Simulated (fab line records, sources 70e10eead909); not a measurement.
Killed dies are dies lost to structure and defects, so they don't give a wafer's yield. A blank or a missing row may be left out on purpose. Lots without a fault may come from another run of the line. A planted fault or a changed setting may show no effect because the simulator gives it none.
Chamber matching | flow nand_harc | NHARC_A_SGD_CUT_ETCH_59 on rie_diel-08: 4 sister chambers
The step etches the open film in N2/H2, target depth 260 nm, time 406.25 s. 14 wafers are shown with their chamber, then 7 later ones without.

WAFERS WITH THEIR CHAMBER
wafer  | chamber | drypump_motor_current_A (A) | rf_vpp_V (V) | oes_product_au (a.u.)
L872.1 | 1       | 5.0                         | 430.5        | 1.025
L872.2 | 3       | 5.9                         | 432.9        | 1.008
L872.6 | 0       | 6.3                         | 428.8        | 1.010
L875.1 | 2       | 4.9                         | 427.9        | 0.997
L875.3 | 3       | 6.0                         | 435.4        | 1.009
L875.6 | 0       | 6.4                         | 431.3        | 1.016
L876.2 | 2       | 5.0                         | 428.9        | 0.995
L876.3 | 3       | 5.9                         | 432.8        | 0.993
L876.5 | 2       | 4.9                         | 427.4        | 0.995
L879.2 | 0       | 6.3                         | 429.6        | 1.005
L879.5 | 2       | 5.0                         | 427.6        | 0.996
L879.6 | 3       | 5.9                         | 434.8        | 0.998
L880.1 | 0       | 6.3                         | 430.3        | 1.025
L880.2 | 2       | 4.9                         | 427.3        | 1.004

SIGNATURES (means of the wafers above)
reading                 | chamber 0 | chamber 1 | chamber 2 | chamber 3 | scatter within a chamber
drypump_motor_current_A | 6.325     | 5.000     | 4.940     | 5.925     | 0.052
rf_vpp_V                | 430.000   | 430.500   | 427.820   | 433.975   | 1.01
oes_product_au          | 1.01400   | 1.02500   | 0.99740   | 1.00200   | 0.00679
Rule: a wafer's distance from a chamber is the root of the sum, over the readings, of the square of ((its reading less the chamber's mean) divided by the reading's scatter). The wafer belongs to the nearest chamber; if the next one is less than 2 further off, it can't be placed. The scatter: the root of (the sum of the squares of (reading less its chamber's mean) over the shown wafers, divided by (wafers less chambers)).

WAFERS WITHOUT THEIR CHAMBER
wafer  | drypump_motor_current_A (A) | rf_vpp_V (V) | oes_product_au (a.u.)
L880.4 | 5.0                         | 430.2        | 1.026
L883.3 | 5.9                         | 434.3        | 0.985
L883.4 | 5.0                         | 429.8        | 0.996
L883.6 | 4.9                         | 429.7        | 0.981
L893.2 | 6.3                         | 429.1        | 0.983
L893.3 | 5.9                         | 433.7        | 0.981
L893.5 | 5.0                         | 430.6        | 1.007

WHICH CHAMBER EACH WENT THROUGH
wafer  | from the rows above     | in truth
L880.4 | 1                       | 1
L883.3 | 3                       | 3
L883.4 | 2                       | 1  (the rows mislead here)
L883.6 | 2                       | 2
L893.2 | 0                       | 0
L893.3 | 3                       | 3
L893.5 | can't be placed: 1 or 2 | 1
Placed correctly: 5 of 7. Can't be placed from these rows: 1 (the true chamber is among the candidates in 1). Placed wrongly: 1.
